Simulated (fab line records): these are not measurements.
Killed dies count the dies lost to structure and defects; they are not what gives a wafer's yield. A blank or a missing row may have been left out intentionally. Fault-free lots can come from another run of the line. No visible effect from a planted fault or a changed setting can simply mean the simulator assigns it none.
Chamber matching || flow n5Finfet || 4 sister chambers for N5_SD_EPI_P_DESCUM_14 on rieDiel-05
The step chemistry O2, time 7.9 s. 4 wafers are shown with their chamber, then 12 later ones without.

== WAFERS WITH THEIR CHAMBER ==
{"wafer": "L086.2", "chamber": 0, "showerheadPlenumPTorr (Torr)": 2.16}
{"wafer": "L087.3", "chamber": 3, "showerheadPlenumPTorr (Torr)": 2.03}
{"wafer": "L088.3", "chamber": 1, "showerheadPlenumPTorr (Torr)": 2.02}
{"wafer": "L088.5", "chamber": 2, "showerheadPlenumPTorr (Torr)": 2.07}

== WAFERS WITHOUT THEIR CHAMBER ==
{"wafer": "L089.1", "showerheadPlenumPTorr (Torr)": 2.06}
{"wafer": "L089.2", "showerheadPlenumPTorr (Torr)": 2.03}
{"wafer": "L089.4", "showerheadPlenumPTorr (Torr)": 2.02}
{"wafer": "L091.1", "showerheadPlenumPTorr (Torr)": 2.02}
{"wafer": "L091.3", "showerheadPlenumPTorr (Torr)": 2.06}
{"wafer": "L091.4", "showerheadPlenumPTorr (Torr)": 2.02}
{"wafer": "L093.2", "showerheadPlenumPTorr (Torr)": 2.15}
{"wafer": "L093.5", "showerheadPlenumPTorr (Torr)": 2.15}
{"wafer": "L093.6", "showerheadPlenumPTorr (Torr)": 2.02}
{"wafer": "L095.1", "showerheadPlenumPTorr (Torr)": 2.15}
{"wafer": "L095.3", "showerheadPlenumPTorr (Torr)": 2.02}
{"wafer": "L095.4", "showerheadPlenumPTorr (Torr)": 2.06}

== WHICH CHAMBER EACH WENT THROUGH ==
{"wafer": "L089.1", "from the rows above": 2, "in truth": 2}
{"wafer": "L089.2", "from the rows above": "can't be placed: 3 or 1", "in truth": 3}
{"wafer": "L089.4", "from the rows above": "can't be placed: 1 or 3", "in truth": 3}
{"wafer": "L091.1", "from the rows above": "can't be placed: 1 or 3", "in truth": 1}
{"wafer": "L091.3", "from the rows above": 2, "in truth": 2}
{"wafer": "L091.4", "from the rows above": "can't be placed: 1 or 3", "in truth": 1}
{"wafer": "L093.2", "from the rows above": 0, "in truth": 0}
{"wafer": "L093.5", "from the rows above": 0, "in truth": 0}
{"wafer": "L093.6", "from the rows above": "can't be placed: 1 or 3", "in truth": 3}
{"wafer": "L095.1", "from the rows above": 0, "in truth": 0}
{"wafer": "L095.3", "from the rows above": "can't be placed: 1 or 3", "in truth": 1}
{"wafer": "L095.4", "from the rows above": 2, "in truth": 2}
Correct placement for 6 of the 12. From these rows, 6 cannot be placed; in 6 the true chamber is one of the candidates. 0 placed wrongly.
How it was worked out, from the rows above alone: a wafer's distance from a chamber is the root of the sum, over the readings, of the square of ((its reading less the chamber's mean) divided by the reading's scatter). If the next closest chamber is less than 2 further off than the closest, the wafer can't be placed; otherwise it belongs to the closest. The mean given for a chamber averages the wafers shown for that chamber. The scatter: with one shown wafer a chamber, the root of the mean of the squares of how far each hidden wafer lies from its nearest shown one.
